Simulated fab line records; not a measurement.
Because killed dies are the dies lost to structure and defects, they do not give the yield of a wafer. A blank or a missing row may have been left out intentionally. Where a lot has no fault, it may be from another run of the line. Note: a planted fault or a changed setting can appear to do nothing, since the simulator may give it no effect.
Lot-split experiment | flow n5Finfet | on a route of 1938 steps: 7 lots, 21 wafers read

SPLIT DETAILS
At N5_HKMG_FIN_COAT_43 (resist thk 90 nm), the setting spinRpm was moved away from the recipe's 1500 rpm on 9 of the 21 wafers read, by -10.9% to +11.0%. All remaining wafers had this setting at the recipe value.

The split's own step is where the reading is taken.

THE READING
CAR-ArF_of_HKMG_FIN_COAT_43.thkNm (the simulator's own value, which no gauge read), in nm, at N5_HKMG_FIN_COAT_43 (resist thk 90 nm). No usual value for it is given in the file. Average 89.9 nm, standard deviation 0.19 nm, over the 12 wafers here run with the recipe.

wafer  | tool, chamber at the split | spinRpm as run, rpm | against the recipe | CAR-ArF_of_HKMG_FIN_COAT_43.thkNm, nm | against lot-mates on the recipe
L076.2 | lithoTrack-04, 0           | 1352                | -9.9%              | 94.8                                  | +4.8
L076.3 | lithoTrack-04, 0           | 1500                | recipe             | 90                                    | -
L076.6 | lithoTrack-04, 0           | 1500                | recipe             | 90                                    | -
L084.1 | lithoTrack-04, 0           | 1500                | recipe             | 89.8                                  | -
L084.6 | lithoTrack-04, 0           | 1500                | recipe             | 89.8                                  | -
L084.5 | lithoTrack-04, 0           | 1581                | +5.4%              | 87.6                                  | -2.2
L088.1 | lithoTrack-04, 0           | 1500                | recipe             | 89.8                                  | -
L088.5 | lithoTrack-04, 0           | 1500                | recipe             | 89.8                                  | -
L088.4 | lithoTrack-04, 0           | 1659                | +10.6%             | 85.2                                  | -4.6
L089.2 | lithoTrack-03, 0           | 1500                | recipe             | 89.8                                  | -
L089.5 | lithoTrack-03, 0           | 1500                | recipe             | 89.8                                  | -
L089.6 | lithoTrack-03, 0           | 1500                | recipe             | 89.4                                  | -
L090.3 | lithoTrack-02, 0           | 1500                | recipe             | 90.2                                  | -
L090.5 | lithoTrack-02, 0           | 1665                | +11.0%             | 85.6                                  | -4.6
L090.6 | lithoTrack-02, 0           | 1665                | +11.0%             | 85.4                                  | -4.8
L093.2 | lithoTrack-02, 0           | 1441                | -3.9%              | 91.8                                  | no lot-mate on the recipe
L093.4 | lithoTrack-02, 0           | 1441                | -3.9%              | 91.8                                  | no lot-mate on the recipe
L093.5 | lithoTrack-02, 0           | 1441                | -3.9%              | 91.6                                  | no lot-mate on the recipe
L094.2 | lithoTrack-04, 0           | 1500                | recipe             | 90                                    | -
L094.4 | lithoTrack-04, 0           | 1500                | recipe             | 90                                    | -
L094.6 | lithoTrack-04, 0           | 1337                | -10.9%             | 95.4                                  | +5.4

THE FIT
A straight line over all 21 wafers: CAR-ArF_of_HKMG_FIN_COAT_43.thkNm changes by -0.448 nm for each +1% of spinRpm; r = -0.99; the points scatter about the line by 0.28 nm.
The same after taking each lot's own level away (the mean of its wafers on the recipe; 18 wafers): -0.454 nm for each +1%; r = -1.00; scatter 0.18 nm.
According to that fit, moving spinRpm by its largest amount changes the reading by 5 nm.
The lots' own levels span 89.67 to 90.20 nm, that is 2.8 times the standard deviation above.
So the lot-to-lot level changes the slope little: the two slopes agree.
Check: for one of the wafers moved furthest among these (+11.0%), held out of the fit, the line's prediction against its lot-mates is -4.98 nm. Against them it came out at -4.6 nm.

THE OTHER SPLITS THESE WAFERS WENT THROUGH
These wafers also went through other splits before the reading. Each is held against what the fit with the lots' levels taken away leaves over:
other split on the same wafers | wafers away from the commonest value | r with CAR-ArF_of_HKMG_FIN_COAT_43.thkNm (lot level and that fit taken away)
N5_SDB_COAT_03 spinRpm         | 7                                    | +0.17
N5_SDB_COAT_04 timeS           | 5                                    | +0.23

THE FILE'S OWN FIT
CAR-ArF_of_HKMG_FIN_COAT_43.thkNm changes by -0.457 nm for each +1% of spinRpm, r = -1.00.
